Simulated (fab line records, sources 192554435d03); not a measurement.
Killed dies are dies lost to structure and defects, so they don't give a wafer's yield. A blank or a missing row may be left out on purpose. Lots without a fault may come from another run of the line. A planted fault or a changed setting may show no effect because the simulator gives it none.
fab line records | flow n5_finfet
record lots=10 wafers=29 last_day=19
route steps=1938 shown BEOL_M10@1484 PASSIVATION@1936
lots that met no fault: from a run of the same line without faults
start_h: hours from the record's first day to the start of the lot's first wafer shown | wait_h: hours since the lot's step before | " the same as in the row above | L1.1+2: a row that stands for several wafers | - no value, or no start given | * or withheld: withheld | < > ~ a bound
route shown NAME@n: a module of which the file shows steps, and the number in the route of the first | usual: mean/standard deviation of fault-free wafers | same: alike in all rows | chamber/n: place in a boat | sites: the reading at each site | _std_site: their standard deviation | _edge_site: outer sites' mean less inner sites' | radius_mm: how far each site lies from the wafer's centre | mask NAME#n: copy n | behind: the tool/chamber that last shaped the wafer | hold: why the lot was held/for how many hours/how that ended | device: the transistor (n, p or np) that didn't switch | end of line: the same wafers' tests at the end of the route | a step without rows: its recipe alone | killed: dies lost to structure and defects at the first sort, not the wafer's yield | map: a wafer's dies, x killed, . not, _ none there
set.NAME: the setting as run; set.NAME@STEP: as run at that earlier step | model.NAME: the simulator's own value behind a step, which no gauge read
steps of the route over a sample of lots; a table a step, a row a wafer
services: from which hour (start_h, from the record's first day; less than 0 if before it) a tool's chamber was out of use, for how many hours, and why
## steps
# step N5_BEOL_M10_OVL_MEAS_12
# recipe points_per_wafer=44
# usual M10_OVL=-0.4/0.89
# columns lot.wafer tool chamber start_h wait_h M10_OVL[nm]
L626.2 overlay-02 0 233.50 0.0 -0.3
L626.3 " 0 " " -0.2
L626.5 " 0 " " -0.2
L627.1 overlay-01 0 262.53 0.0 -1.1
L627.4 " 0 " " 0.8
L627.5 " 0 " " -0.2
L635.1 overlay-02 0 298.82 0.0 -0.1
L635.4 " 0 " " -1.1
L635.6 " 0 " " -0.6
L636.2 overlay-01 0 301.73 0.0 -0.4
L636.3 " 0 " " -1.2
L637.2 overlay-02 0 305.61 0.0 -1.5
L637.3 " 0 " " -1.4
L637.4 " 0 " " -1.0
L641.2 overlay-02 0 365.64 0.0 -0.6
L641.3 " 0 " " -1.3
L641.4 " 0 " " -1.0
L644.1 overlay-02 0 370.39 0.0 -0.1
L644.2 " 0 " " 1.5
L644.4 " 0 " " -0.4
L643.4 overlay-02 0 374.78 0.0 -0.8
L643.5 " 0 " " -1.0
L643.6 " 0 " " -1.8
L645.1 overlay-01 0 390.80 0.0 0.5
L645.2 " 0 " " 0.1
L645.3 " 0 " " -0.1
L648.1 overlay-01 0 397.28 0.0 -0.6
L648.5 " 0 " " 0.8
L648.6 " 0 " " 0.4
# step N5_BEOL_M10_DESCUM_16
# recipe chemistry=O2 time_s=7.9 source_power_w=50 bias_power_w=20 pressure_mtorr=20 rf_frequency_hz=2.712e+07 temp_c=40 resist=CAR-ArF o2_flow_sccm=225
# usual drypump_motor_current_A=5.73/0.26 oes_product_au=0.82/0.06 rf_vpp_V=243.4/1.4 showerhead_plenum_p_Torr=2.11/0.065 throttle_valve_pct=20.25/0.27
# columns lot.wafer tool chamber start_h wait_h drypump_motor_current_A oes_product_au rf_hours_counter_h rf_vpp_V showerhead_plenum_p_Torr throttle_valve_pct
L626.2 rie_diel-05 0 234.00 0.5 5.58 0.76 136 242.0 2.12 20.28
L626.3 " 1 " " 5.80 0.87 34 243.1 2.12 19.83
L626.5 " 0 " " 5.60 0.76 - 243.0 2.12 20.28
L627.1 rie_diel-05 2 262.59 0.0 6.16 0.81 100 242.7 2.09 20.52
L627.4 " 1 " " 5.81 0.86 43 244.6 2.12 19.83
L627.5 " 3 " " 5.91 0.91 - 242.1 2.05 20.27
L635.1 rie_diel-06 3 299.47 0.6 5.29 0.90 33 244.2 2.12 19.78
L635.4 " 0 " " 5.58 0.82 90 244.2 2.20 20.47
L635.6 " 0 " " 5.57 0.82 - 244.8 2.19 20.47
L636.2 rie_diel-05 2 302.77 1.0 6.14 0.78 117 244.0 2.08 20.52
L636.3 " 1 " " 5.81 0.83 60 243.5 2.11 19.87
L637.2 rie_diel-05 2 306.88 1.2 6.13 0.79 119 242.8 2.08 20.55
L637.3 " 3 " " 5.93 0.88 32 241.6 2.04 20.29
L637.4 " 1 " " 5.81 0.84 - 243.9 2.11 19.86
L641.2 rie_diel-04 0 365.70 0.0 5.44 0.88 32 241.6 2.05 20.10
L641.3 " 1 " " 5.99 0.86 58 245.3 2.11 20.29
L641.4 " 3 " " 6.03 0.81 101 244.0 2.21 20.52
L644.1 rie_diel-06 3 370.45 0.0 5.27 0.87 59 243.2 2.11 19.82
L644.2 " 0 " " 5.60 0.79 116 245.3 2.19 20.49
L644.4 " 1 " " 5.61 0.75 145 241.5 2.02 20.31
L643.4 rie_diel-05 0 374.91 0.1 5.57 0.72 180 243.5 2.10 20.36
L643.5 " 0 " " 5.57 0.72 - 242.2 2.10 20.35
L643.6 " 3 " " 5.91 0.83 - 242.1 2.03 20.34
L645.1 rie_diel-04 3 390.85 0.0 6.01 0.80 110 247.1 2.20 20.53
L645.2 " 2 " " 5.45 0.91 26 245.7 2.22 20.52
L645.3 " 1 " " 5.98 0.86 68 243.9 2.11 20.30
L648.1 rie_diel-05 0 397.40 0.1 5.58 0.72 188 243.1 2.10 20.35
L648.5 " 2 " " 6.13 0.75 - 243.8 2.07 20.59
L648.6 " 3 " " 5.90 0.82 - 241.2 2.03 20.34
# step N5_BEOL_M10_ETCH_65
# recipe chemistry=CF4 target=SiARC target_depth_a=390 mask_material=CAR-ArF time_s=65 ion_energy_ev=80 pressure_mtorr=40 source_w=545 bias_w=36 Ar_flow_sccm=100 cf4_flow_sccm=100 ends=cleared
# usual cf4_flow_sccm=100.0/0.31 drypump_motor_current_A=5.71/0.25 etch_rf_on_time_s=64.8/1.1 mfc_ar_sccm=99.99/0.3 oes_product_au=0.71/0.052 rf_vpp_V=184.3/1.3 showerhead_plenum_p_Torr=2.17/0.066 throttle_valve_pct=15.48/0.21
# columns lot.wafer tool chamber start_h wait_h cf4_flow_sccm drypump_motor_current_A etch_rf_on_time_s mfc_ar_sccm oes_product_au rf_hours_counter_h rf_vpp_V showerhead_plenum_p_Torr throttle_valve_pct
L626.2 rie_diel-06 1 235.89 0.0 99.9 5.61 63.3 99.93 0.71 95 183.3 2.09 15.45
L626.3 " 3 " " 100.0 5.26 63.6 99.43 0.83 10 184.4 2.19 15.07
L626.5 " 1 " " 99.6 5.63 64.1 99.94 0.71 - 183.3 2.09 15.44
L627.1 rie_diel-06 1 264.85 0.0 100.2 5.61 63.6 100.26 0.69 104 184.2 2.09 15.47
L627.4 " 3 " " 100.3 5.28 62.8 100.11 0.81 20 183.6 2.19 15.10
L627.5 " 0 " " 100.4 5.54 64.6 99.98 0.69 - 185.0 2.25 15.67
L635.1 rie_diel-06 2 301.84 0.0 99.7 5.75 45.7 99.94 0.86 82 185.1 2.26 15.34
L635.4 " 3 " " 99.9 5.25 63.0 100.31 0.79 33 184.0 2.19 15.12
L635.6 " 0 " " 100.3 5.60 65.1 99.91 0.69 - 184.8 2.25 15.69
L636.2 rie_diel-06 3 305.14 0.0 99.8 5.26 43.7 100.34 0.98 35 186.1 2.19 15.12
L636.3 " 0 " " 99.9 5.59 64.2 100.26 0.69 92 184.6 2.25 15.69
L637.2 rie_diel-06 0 310.06 0.0 100.5 5.58 45.1 100.13 0.85 95 185.4 2.25 15.69
L637.3 " 2 " " 100.1 5.74 65.0 99.76 0.69 87 185.4 2.26 15.33
L637.4 " 3 " " 99.9 5.27 62.6 100.94 0.78 38 185.4 2.19 15.14
L641.2 rie_diel-05 3 367.02 0.0 100.1 5.96 66.0 100.40 0.71 56 183.4 2.11 15.60
L641.3 " 0 " " 100.4 5.58 66.1 99.60 0.62 177 183.5 2.13 15.43
L641.4 " 2 " " 100.0 6.11 66.8 100.21 0.64 143 184.5 2.13 15.83
L644.1 rie_diel-04 0 372.25 0.0 99.8 5.40 64.4 100.08 0.75 35 184.7 2.11 15.27
L644.2 " 1 " " 100.1 6.04 63.5 100.11 0.74 62 184.0 2.16 15.49
L644.4 " 2 " " 99.9 5.45 64.5 99.97 0.81 19 185.8 2.27 15.60
L643.4 rie_diel-04 1 375.99 0.0 100.1 6.06 63.3 99.78 0.74 64 184.4 2.16 15.49
L643.5 " 2 " " 100.0 5.45 64.3 99.86 0.80 - 185.2 2.26 15.59
L643.6 " 1 " " 99.8 6.01 64.6 99.90 0.72 - 183.4 2.16 15.48
L645.1 rie_diel-05 0 396.89 0.0 100.1 5.54 65.8 99.90 0.61 187 184.1 2.12 15.46
L645.2 " 3 " " 100.5 5.93 66.5 100.07 0.70 65 183.9 2.10 15.60
L645.3 " 2 " " 99.7 6.10 66.7 99.81 0.63 153 183.9 2.13 15.84
L648.1 rie_diel-05 0 399.21 0.0 100.8 5.57 65.2 99.78 0.61 188 184.1 2.12 15.46
L648.5 " 2 " " 100.2 6.12 67.1 99.94 0.64 - 183.2 2.13 15.83
L648.6 " 1 " " 99.9 5.81 66.2 99.47 0.68 - 185.2 2.16 15.25
# step N5_BEOL_M10_ETCH_41
# recipe chemistry=CH3F/O2 target=SiCN target_depth_a=426 taper_deg=2 time_s=86 ion_energy_ev=120 mask_material=TiN pressure_mtorr=30 source_w=395 bias_w=75 Ar_flow_sccm=150 CH3F_flow_sccm=30 O2_flow_sccm=20
# usual drypump_motor_current_A=5.71/0.25 mfc_ar_sccm=149.9/0.47 oes_product_au=0.83/0.06 rf_vpp_V=297.9/1.6 showerhead_plenum_p_Torr=2.03/0.067 throttle_valve_pct=16.19/0.22
# columns lot.wafer tool chamber start_h wait_h drypump_motor_current_A mfc_ar_sccm oes_product_au rf_hours_counter_h rf_vpp_V showerhead_plenum_p_Torr throttle_valve_pct
L626.2 rie_diel-06 1 - - 5.62 149.7 0.83 96 296.6 1.95 16.15
L626.3 " 3 " " 5.25 150.5 0.95 11 299.4 2.06 15.81
L626.5 " 1 " " 5.60 150.3 0.82 - 296.7 1.95 16.15
L627.1 rie_diel-06 1 - - 5.60 150.3 0.81 105 296.4 1.95 16.17
L627.4 " 3 " " 5.28 149.6 0.93 20 297.3 2.05 15.83
L627.5 " 0 " " 5.61 150.4 0.82 - 299.8 2.11 16.34
L635.1 rie_diel-06 2 - - 5.75 150.4 0.82 82 299.3 2.12 16.07
L635.4 " 3 " " 5.27 149.3 0.90 34 296.8 2.05 15.83
L635.6 " 0 " " 5.59 150.3 0.80 - 300.5 2.10 16.36
L636.2 rie_diel-06 3 - - 5.25 149.4 0.90 35 297.9 2.05 15.85
L636.3 " 0 " " 5.57 149.9 0.81 93 298.7 2.10 16.38
L637.2 rie_diel-06 0 - - 5.61 150.2 0.80 95 298.9 2.10 16.38
L637.3 " 2 " " 5.75 149.6 0.81 87 299.1 2.12 16.07
L637.4 " 3 " " 5.25 149.6 0.91 38 298.4 2.05 15.86
L641.2 rie_diel-05 3 - - 5.95 149.1 0.84 56 297.4 1.96 16.29
L641.3 " 0 " " 5.55 150.6 0.73 177 296.8 1.99 16.12
L641.4 " 2 " " 6.14 149.6 0.76 144 297.4 2.00 16.58
L644.1 rie_diel-04 0 - - 5.48 150.0 0.87 35 296.1 1.96 15.96
L644.2 " 1 " " 6.05 149.6 0.85 62 298.4 2.02 16.22
L644.4 " 2 " " 5.44 149.7 0.94 19 299.8 2.13 16.38
L643.4 rie_diel-04 1 - - 6.02 150.7 0.85 64 298.5 2.02 16.22
L643.5 " 2 " " 5.45 149.3 0.93 - 299.6 2.13 16.36
L643.6 " 1 " " 6.02 149.4 0.86 - 298.4 2.02 16.22
L645.1 rie_diel-05 0 - - 5.58 150.3 0.72 188 297.5 1.98 16.15
L645.2 " 3 " " 5.90 149.9 0.82 66 296.8 1.96 16.31
L645.3 " 2 " " 6.16 149.6 0.75 153 296.6 1.99 16.61
L648.1 rie_diel-05 0 - - 5.59 149.8 0.71 188 298.6 1.98 16.16
L648.5 " 2 " " 6.14 149.8 0.75 - 296.4 1.99 16.58
L648.6 " 1 " " 5.80 149.4 0.79 - 297.8 2.02 15.93
# step N5_PASSIVATION_PROBE_49
# usual defect_limited_yield=91.1/1.4 killed_at_M0_to_M3=36/11 killed_at_M4_up=14/5.2 killed_at_contacts=12/6.1 killed_at_front_end=40/12 killed_at_other=3.2/2.5 killed_dies=105/16 killed_open=68/12 killed_short=35/8.7 sort_bin_5_function=5.2/0.89 sort_bin_6_memory=3.3/0.66 sort_n_pass=1074/16 sort_yield_pct=91.1/1.4
# same gross_dies=1180 killed_at_back_side=0 sort_bin_4_leakage[%]=0 sort_bin_8_speed[%]=0
# columns lot.wafer tool chamber start_h wait_h defect_limited_yield[%] killed_at_M0_to_M3 killed_at_M4_up killed_at_contacts killed_at_front_end killed_at_other killed_dies killed_open killed_short sort_bin_5_function[%] sort_bin_6_memory[%] sort_n_pass sort_yield_pct[%]
L637.2 prober-02 - 370.11 0.1 92.2 34 12 13 31 2 92 61 30 4.5 3.1 1088 92.2
L637.3 prober-02 - 370.16 0.1 93.1 26 10 12 34 0 82 52 30 4.4 2.5 1098 93.1
L637.4 prober-02 - 370.21 0.2 90.1 59 11 11 35 1 117 75 41 6.4 3.3 1063 90.1
L641.2 prober-01 - 412.03 0.1 93.8 22 10 6 35 0 73 49 24 3.0 3.0 1107 93.8
L641.3 prober-01 - 412.08 0.1 94.1 18 12 4 32 4 70 52 18 2.8 2.8 1110 94.1
L641.4 prober-01 - 412.13 0.2 92.0 36 13 10 32 3 94 60 34 5.3 2.6 1086 92.0
# killed by level:class
L637.2 BEOL_M3:geometric_particle:open=10 MOL_CONTACT_COAG:geometric_particle:open=9 FIN_SAQP:geometric_particle:open=8 BEOL_M0_SAQP:geometric_particle:short=8 STI_FIN_REVEAL:geometric_particle:open=7 BEOL_M2:geometric_particle:open=7 GATE_CUT:geometric_particle:open=5 MOL_CONTACT_COAG:geometric_particle:short=4
L637.3 MOL_CONTACT_COAG:geometric_particle:open=11 GATE_CUT:geometric_particle:short=9 STI_FIN_REVEAL:geometric_particle:open=7 BEOL_M2:geometric_particle:open=6 BEOL_M0_SAQP:geometric_particle:short=6 BEOL_M4:geometric_particle:open=6 BEOL_M0_SAQP:geometric_particle:open=5 BEOL_M3:geometric_particle:open=4
L637.4 BEOL_M0_SAQP:geometric_particle:short=19 BEOL_M2:geometric_particle:open=14 MOL_CONTACT_COAG:geometric_particle:open=10 BEOL_M0_SAQP:geometric_particle:open=10 FIN_SAQP:geometric_particle:open=8 STI_FIN_REVEAL:geometric_particle:open=8 BEOL_M3:geometric_particle:open=8 FIN_SAQP:geometric_particle:short=6
L641.2 FIN_SAQP:geometric_particle:short=13 FIN_SAQP:geometric_particle:open=7 BEOL_M0_SAQP:geometric_particle:open=7 STI_FIN_REVEAL:geometric_particle:open=6 MOL_CONTACT_COAG:geometric_particle:open=6 BEOL_M3:geometric_particle:open=6 STARTING-WAFER:geometric_particle:short=4 BEOL_M2:geometric_particle:open=3
L641.3 STI_FIN_REVEAL:geometric_particle:open=8 FIN_SAQP:geometric_particle:open=7 BEOL_M7:geometric_particle:open=5 DUMMY_GATE:geometric_particle:open=4 BEOL_M2:geometric_particle:open=4 BEOL_M3:geometric_particle:open=4 FIN_SAQP:geometric_particle:short=3 MOL_CONTACT_COAG:geometric_particle:open=3
L641.4 FIN_SAQP:geometric_particle:open=12 BEOL_M1:geometric_particle:open=8 MOL_CONTACT_COAG:geometric_particle:open=7 FIN_SAQP:geometric_particle:short=6 BEOL_M2:geometric_particle:open=6 BEOL_M3:geometric_particle:open=6 BEOL_M0_SAQP:geometric_particle:open=5 BEOL_M0_SAQP:geometric_particle:short=5
## services
# columns tool chamber start_h hours kind
rie_diel-05 - 238.15 0.8 repair
rie_diel-04 0 238.47 - clean
rie_diel-04 0 238.47 - consumable_replace:focus_ring
rie_diel-04 0 238.47 12.6 scheduled_down
rie_diel-04 0 238.47 12.6 vent_cycle
rie_diel-04 2 272.93 - clean
rie_diel-04 2 272.93 - consumable_replace:focus_ring
rie_diel-04 2 272.93 - consumable_replace:showerhead
rie_diel-04 2 272.93 28.6 scheduled_down
rie_diel-04 2 272.93 28.6 vent_cycle
rie_diel-04 - 292.12 28.1 pm
rie_diel-04 1 326.00 10.0 repair
rie_diel-05 0 329.85 3.2 repair
rie_diel-05 - 339.29 2.8 pm
rie_diel-04 - 341.02 0.3 repair
rie_diel-05 1 355.98 1.7 repair
rie_diel-04 - 391.12 0.2 repair
rie_diel-06 0 393.32 5.4 repair
## key
first_sign step=N5_BEOL_M10_ETCH_65 reading=etch_rf_on_time_s direction=down sigmas=17 usual=* struck=*
effect step=N5_BEOL_M10_ETCH_65 reading=oes_product_au direction=up sigmas=3.6 usual=0.71 struck=0.90
met_at N5_BEOL_M10_ETCH_65
struck_lots L635,L636,L637
struck_wafers L635.1,L636.2,L637.2
not_acting_at N5_BEOL_M10_OVL_MEAS_12,N5_BEOL_M10_DESCUM_16,N5_BEOL_M10_ETCH_41
onset_between 264.85 301.84
fault kind=process_parameter_drift tool=rie_diel-06 chamber=- onset_h=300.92 steps=N5_BEOL_M10_ETCH_65 channel=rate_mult offset=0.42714 shape=step end_h=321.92 scope=struck_wafers_only
